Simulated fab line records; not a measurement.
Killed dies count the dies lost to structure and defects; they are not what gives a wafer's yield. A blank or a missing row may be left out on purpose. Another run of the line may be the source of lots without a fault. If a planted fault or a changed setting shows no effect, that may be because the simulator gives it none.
The same fault as seen by 2 desks + flow n5_finfet + each desk has only its own numbers; what lay behind them comes last

METROLOGY DESK
What the gauges read, lot by lot, whatever tool the lot ran on: means of the sampled wafers that have a number. Marked OUT: a lot whose mean sits more than 4 standard deviations from the usual mean, which makes it out of limits; the brackets give that distance. 7 of its 10 readings are shown, namely those furthest out on some lot.
Columns: A = DIBL_N at N5_BEOL_M4_RC_MEAS_101, usual 36.5 mV/V; B = DIBL_P at N5_BEOL_M4_RC_MEAS_101, usual 36.9 mV/V; C = IOFF_P at N5_BEOL_M4_RC_MEAS_101, usual 0.22 nA/um; D = ION_P at N5_BEOL_M4_RC_MEAS_101, usual 461 uA/um; E = SS_N at N5_BEOL_M4_RC_MEAS_101, usual 71.6 mV/dec; F = SS_P at N5_BEOL_M4_RC_MEAS_101, usual 73.5 mV/dec; G = VT_N at N5_BEOL_M4_RC_MEAS_101, usual 250 mV
| lot  | first seen here | A    | B    | C    | D   | E    | F    | G   |
|------|-----------------|------|------|------|-----|------|------|-----|
| L328 | day 9 11:00     | 37.4 | 38.6 | 0.24 | 459 | 72.1 | 73.7 | 251 |
| L332 | day 9 20:46     | 36.5 | 36.6 | 0.21 | 453 | 73.0 | 74.3 | 247 |
| L335 | day 10 17:58    | 36.2 | 35.4 | 0.23 | 469 | 71.5 | 73.3 | 246 |
| L337 | day 11 21:11    | 37.5 | 37.0 | 0.19 | 449 | 71.9 | 73.7 | 252 |
| L348 | day 14 05:59    | 37.7 | 38.5 | 0.24 | 466 | 72.0 | 73.7 | 249 |
| L347 | day 14 06:32    | 38.7 | 37.3 | 0.21 | 452 | 71.8 | 73.7 | 251 |
| L349 | day 15 04:20    | 37.2 | 38.7 | 0.23 | 463 | 72.2 | 74.0 | 248 |
This desk's finding: nothing out of limits on any of the 7 lots.

TOOL OWNER'S DESK, rie_diel-01
The tool's own readings at N5_BEOL_M3_ETCH_41 (etches SiCN in CH3F/O2, target depth 29.9 nm, time 52.5 s): means of the sampled wafers that have a number, for each lot that ran on this tool. Marked OUT: a lot whose mean sits more than 4 standard deviations from the usual mean, which makes it out of limits; the brackets give that distance.
Columns: A = chamber_pressure_mTorr at N5_BEOL_M3_ETCH_41, usual 29.998 mTorr; B = drypump_motor_current_A at N5_BEOL_M3_ETCH_41, usual 5.4 A; C = oes_product_au at N5_BEOL_M3_ETCH_41, usual 0.83 a.u.; D = rf_fwd_power_W at N5_BEOL_M3_ETCH_41, usual 390.7 W; E = rf_vpp_V at N5_BEOL_M3_ETCH_41, usual 297.5 V; F = showerhead_plenum_p_Torr at N5_BEOL_M3_ETCH_41, usual 2.00 Torr; G = throttle_valve_pct at N5_BEOL_M3_ETCH_41, usual 16.30 %
| lot  | first seen here | A      | B   | C    | D     | E     | F    | G     |
|------|-----------------|--------|-----|------|-------|-------|------|-------|
| L332 | day 9 04:40     | 30.017 | 5.4 | 0.84 | 390.9 | 298.1 | 2.02 | 16.01 |
| L335 | day 9 16:18     | 29.980 | 5.3 | 0.72 | 391.0 | 297.8 | 2.00 | 16.36 |
| L337 | day 11 00:56    | 30.010 | 5.2 | 0.72 | 389.2 | 297.9 | 2.02 | 16.45 |
| L348 | day 13 07:57    | 29.978 | 5.3 | 0.83 | 391.9 | 298.4 | 2.02 | 16.33 |
| L349 | day 14 07:13    | 29.985 | 5.4 | 0.88 | 392.7 | 299.3 | 2.08 | 16.12 |
This desk's finding: nothing out of limits on any of the 5 lots.

ALL TOGETHER
At the metrology desk, nothing out of limits was observed.
The tool owner's desk saw nothing out of limits.

WHAT THE SIMULATOR PUT IN
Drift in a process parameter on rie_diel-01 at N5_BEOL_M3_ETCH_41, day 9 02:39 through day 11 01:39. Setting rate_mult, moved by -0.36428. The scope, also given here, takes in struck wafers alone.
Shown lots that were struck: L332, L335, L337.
